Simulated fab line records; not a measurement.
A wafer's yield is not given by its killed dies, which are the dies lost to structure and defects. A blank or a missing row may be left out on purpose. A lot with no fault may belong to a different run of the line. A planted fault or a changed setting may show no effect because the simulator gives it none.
A lot that was struck, set against a sound lot    flow n5-finfet    40 steps out of a route of 1938
Sound: these wafers, L348.2, L348.5, L348.6. Struck: wafer L339.2; the same lot's L339.1 was not struck, so it is left out; see the end for the cause.
Order at every step that has rows: each side's tool, ch and its chambers, its first start. Under that, the readings that differ: sound wafers    struck wafers    difference of the means    sigmas: that difference in standard deviations of wafers without a fault.
alike: readings with means less than 2 such deviations apart, plus words and numbers identical on both sides. not compared: withheld readings, readings lacking a value on some wafer, bounds such as >300 that could conceal the same value, and numbers that have no deviation in the record and whose values overlap.
The two part at a step that has a row with sigmas, a row that says differs or no value, or rows on one side only. Non-overlapping numbers with no deviation appear without sigmas and do not part them. Lack of a reading on every wafer of one side parts them only where that side has two or more wafers.

first, 12 steps without rows for these wafers: N5_HKMG_FIN_STRIP_93 (strips SOC in N2/H2, time 20 s); N5_HKMG_FIN_WET_ETCH_76 (etches Al2O3 in dNH4OH, stops on La2O3, target depth 2.25 nm, rinse time 30 s); N5_HKMG_FIN_STRIP_60 (strips in N2/H2, time 360 s); N5_HKMG_FIN_WET_ETCH_77 (etches La2O3 in dHCl, stops on HfO2, target depth 2 nm); N5_HKMG_FIN_WET_ETCH_78 (etches Al2O3 in dNH4OH, stops on La2O3, target depth 4.5 nm, rinse time 30 s); N5_HKMG_FIN_ALD_79 (deposits TiN, target thk 1.5 nm, pulse time 1 s, purge time 3 s); N5_HKMG_FIN_CVD_62 (deposits a-Si from Si2H6, target thk 3 nm, time 20.8 s); N5_HKMG_FIN_RTA_80 (time 2 s); N5_HKMG_FIN_PRECLEAN_64 (cleans in dHF, time 30 s); N5_HKMG_FIN_WET_ETCH_65 (etches a-Si in TMAH, stops on TiN, time 49 s, target depth 3 nm); N5_HKMG_FIN_WET_ETCH_81 (etches TiN in SC1, stops on HfO2, time 57 s, target depth 6 nm); N5_HKMG_FIN_WET_ETCH_82 (etches La2O3 in dHCl, stops on HfO2, target depth 2 nm, rinse time 30 s).
N5_HKMG_FIN_ALD_36: deposits TiN, target thk 1 nm, pulse time 1 s, purge time 3 s.
  sound on ald-metal-02 ch 0,2,3, day 9 14:37; struck on ald-metal-01 ch 0, day 7 11:52
reading                                   sound     struck  difference  sigmas
ald-cycles                                47 47 47  22      -25         
model.TiN_of_HKMG_FIN_ALD_36.thk-nm (nm)  1 1 1     0.4     -0.6        
  alike: heater-power-w, precursor-pulse-height-rel
then, 25 steps without rows for these wafers: N5_HKMG_FIN_PWFM_ALD_03 (deposits TiN, target thk 2 nm, pulse time 1 s, purge time 3 s); N5_HKMG_FIN_COAT_29 (time 60 s, resist thk 300 nm); N5_HKMG_FIN_COAT_30 (time 60 s, resist thk 35 nm); N5_HKMG_FIN_COAT_06 (resist thk 90 nm); N5_HKMG_FIN_EBR_08; N5_HKMG_FIN_SOFTBAKE_07 (time 60 s); N5_HKMG_FIN_EXPOSE_09 (exposes mask NWFM); N5_HKMG_FIN_PEB_10 (peb time 60 s); N5_HKMG_FIN_DEVELOP_11 (develop time 30 s); N5_HKMG_FIN_DESCUM_17 (chemistry O2, time 7.9 s); N5_HKMG_FIN_ETCH_31 (etches SiARC in CF4, target depth 45.5 nm, time 75.8 s); N5_HKMG_FIN_ETCH_32 (etches SOC in N2/H2, target depth 240 nm, time 300 s); N5_HKMG_FIN_STRIP_33 (strips in N2/H2); N5_HKMG_FIN_STRIP_34 (strips in CF4); N5_HKMG_FIN_ETCH_35 (etches SOC in N2/H2, target depth 215.8 nm, time 243.4 s); N5_HKMG_FIN_STRIP_92 (strips SOC in N2/H2, time 20 s); N5_HKMG_FIN_WET_ETCH_18 (etches TiN in SC1, time 55 s, target depth 5.2 nm, rinse time 30 s); N5_HKMG_FIN_STRIP_19 (strips in N2/H2, time 360 s); N5_HKMG_FIN_ALD_91 (deposits TiN, target thk 1 nm, pulse time 1 s, purge time 3 s); N5_HKMG_FIN_COAT_85 (time 60 s, resist thk 300 nm); N5_HKMG_FIN_ETCH_86 (etches SOC in N2/H2, stops on TiN, target depth 393.2 nm); N5_HKMG_FIN_STRIP_89 (strips SOC in N2/H2, time 20 s); N5_HKMG_FIN_WET_ETCH_87 (etches TiN in SC1, time 154.2 s, target depth 4.7 nm, rinse time 30 s); N5_HKMG_FIN_STRIP_88 (strips in N2/H2, time 360 s); N5_HKMG_FIN_NWFM_ALD_20 (deposits TiAlC, target thk 2 nm, pulse time 3 s, purge time 2 s).
-- the record jumps here: 4 days lie between the struck wafers' starts before and after (it left off in module HKMG_FIN and takes up again in module BEOL_M4, whose first step shown is number 1111 of the route) --
N5_BEOL_M4_RC_MEAS_101:
  sound on prober-01 ch 0, day 13 18:16; struck on prober-02 ch 0, day 11 12:01
reading              sound                      struck  difference  sigmas
IOFF_P (nA/um)       0.23 0.19 0.25             0.12    -0.10       -3
IOFF_P_85C (nA/um)   4.0 3.3 4.2                2.2     -1.6        -3
IOFF_P_LIN (nA/um)   0.110 0.097 0.116          0.055   -0.053      -4
IOFF_P_LONG (nA/um)  0.00011 0.000111 0.000115  7e-05   -4e-05      -5
ION_P (uA/um)        467 469 471                439     -30         -4
VT_P (mV)            -247 -251 -247             -266    -18         -6
VT_P_LONG (mV)       -274 -272 -275             -291    -17         -5
VT_P_LVT (mV)        -94.6 -96.2 -92.6          -117.0  -22.5       -8
  alike: DIBL_N, DIBL_P, IOFF_N, ION_N, SS_N, SS_P, VT_N
-- a jump in the record: the struck wafers' starts before and after are 5 days apart (it breaks off in module BEOL_M4 and resumes in module PASSIVATION, where the first step shown is number 1936 of the route) --
N5_PASSIVATION_PROBE_49:
  sound on prober-01 at day 18 01:57; struck on prober-01 at day 16 08:00
reading                sound        struck  difference  sigmas
sort_bin_6_memory (%)  3.6 3.6 4.1  2.3     -1.5        -2
sort_bin_8_speed (%)   0 0 0        1.95    +1.95       +99 or more
  alike: defect-limited-yield, killed_at_M0_to_M3, killed_at_M4_up, killed-at-contacts, killed-at-front-end, killed-at-other, killed-dies, killed-open, killed-short, sort_bin_5_function, sort-n-pass, sort-yield-pct

== WHERE THEY PART ==
At N5_BEOL_M4_RC_MEAS_101 first; at N5_PASSIVATION_PROBE_49 last (within this record only).

WHY: whatever the simulator had introduced
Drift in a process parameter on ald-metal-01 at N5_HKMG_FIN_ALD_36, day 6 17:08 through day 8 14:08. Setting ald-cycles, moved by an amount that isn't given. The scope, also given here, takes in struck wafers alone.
